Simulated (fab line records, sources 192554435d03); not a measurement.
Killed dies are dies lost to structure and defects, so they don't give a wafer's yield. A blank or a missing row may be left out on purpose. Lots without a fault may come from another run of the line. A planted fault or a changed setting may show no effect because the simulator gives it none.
Which tool did it? | flow n5_finfet | 9 lots, 27 wafers sampled, at 4 steps of a route of 1938

WHAT THE GAUGES READ, wafer by wafer
N5_DUMMY_GATE_CD_MEAS_50: target cd 14 nm.
lot  | measured    | on        | cd_nm (nm)
L583 | day 2 23:11 | cd_sem-02 | 14.0 14.3 14.0
L584 | day 3 06:04 | cd_sem-03 | 14.3 14.2 14.1
L586 | day 3 16:35 | cd_sem-02 | 13.7 14.1 14.0
L589 | day 4 10:14 | cd_sem-03 | 14.2 14.5 14.3
L592 | day 5 09:04 | cd_sem-01 | 14.3 13.9 14.1
L594 | day 5 20:56 | cd_sem-01 | 14.3 14.6 13.9
L597 | day 6 14:10 | cd_sem-03 | 23.0 22.9 23.1
L598 | day 6 22:22 | cd_sem-02 | 23.0 22.5 23.4
L599 | day 6 22:41 | cd_sem-02 | 23.5 23.4 23.4

WHICH TOOL RAN EACH LOT (tool, then ch and the chambers of the sampled wafers, then the start)
lot  | N5_STI_FIN_REVEAL_STRIP_24        | N5_DUMMY_GATE_ETCH_36             | N5_DUMMY_GATE_TRIM_49
L583 | rie_diel-06 ch 0,1,3, day 2 09:50 | rie_diel-03 ch 0,1,3, day 2 22:55 | rie_si-03 ch 2,3, day 2 23:02
L584 | rie_diel-04 ch 0,1,2, day 2 17:57 | rie_diel-02 ch 0,2, day 3 05:48   | rie_si-04 ch 0,1,2, day 3 05:55
L586 | rie_diel-04 ch 2,3, day 3 04:17   | rie_diel-02 ch 0,2,3, day 3 16:19 | rie_si-03 ch 2,3, day 3 16:26
L589 | rie_diel-06 ch 1,2,3, day 3 22:04 | rie_diel-05 ch 1,2,3, day 4 09:58 | rie_si-04 ch 0,2,3, day 4 10:05
L592 | rie_diel-06 ch 0,1,2, day 4 16:58 | rie_diel-03 ch 0,3, day 5 08:47   | rie_si-04 ch 1,2,3, day 5 08:55
L594 | rie_diel-01 ch 1,2,3, day 5 06:20 | rie_diel-02 ch 0,3, day 5 20:40   | rie_si-06 ch 0,1,3, day 5 20:47
L597 | rie_diel-01 ch 2,3, day 5 21:49   | rie_diel-03 ch 1,2, day 6 13:47   | rie_si-04 ch 0,1, day 6 13:55
L598 | rie_diel-06 ch 0,1,2, day 6 04:13 | rie_diel-05 ch 2,3, day 6 22:00   | rie_si-03 ch 0,1,2, day 6 22:07
L599 | rie_diel-06 ch 1,2,3, day 6 10:15 | rie_diel-02 ch 0,3, day 6 22:13   | rie_si-06 ch 0,1,2, day 6 22:20
- N5_STI_FIN_REVEAL_STRIP_24: strips in N2/H2, time 90 s.
- N5_DUMMY_GATE_ETCH_36: etches SiARC in CF4, target depth 13 nm.
- N5_DUMMY_GATE_TRIM_49: chemistry O2, time 29 s, target cd 14 nm.

THE ANSWER, worked out from the rows above alone
Rule: what is usual is taken from the lots themselves. Put in order of their means at a reading, lots are off if they are a third of the lots or fewer, leave a main group of 4 or more, and stand apart from it by a gap of 3 or more times the standard deviation of the main group's means; of several such gaps the widest counts. A main group whose means are all the same, to the digits that the tables above print for the reading, isn't used. A lot without any number at a reading at which 4 lots or more have one is off too. The other lots that the step has rows for count as sound.
Off: L597, L598, L599, at N5_DUMMY_GATE_CD_MEAS_50 (cd_nm). The main group: mean 14.2 nm, standard deviation 0.13.
A tool fits if, at a process step before that reading, it ran every lot that is off, and no sound lot after the first of them. The gauges at N5_DUMMY_GATE_CD_MEAS_50 are tried like those tools. None of those tried fits.

WHAT THE SIMULATOR HAD PUT IN
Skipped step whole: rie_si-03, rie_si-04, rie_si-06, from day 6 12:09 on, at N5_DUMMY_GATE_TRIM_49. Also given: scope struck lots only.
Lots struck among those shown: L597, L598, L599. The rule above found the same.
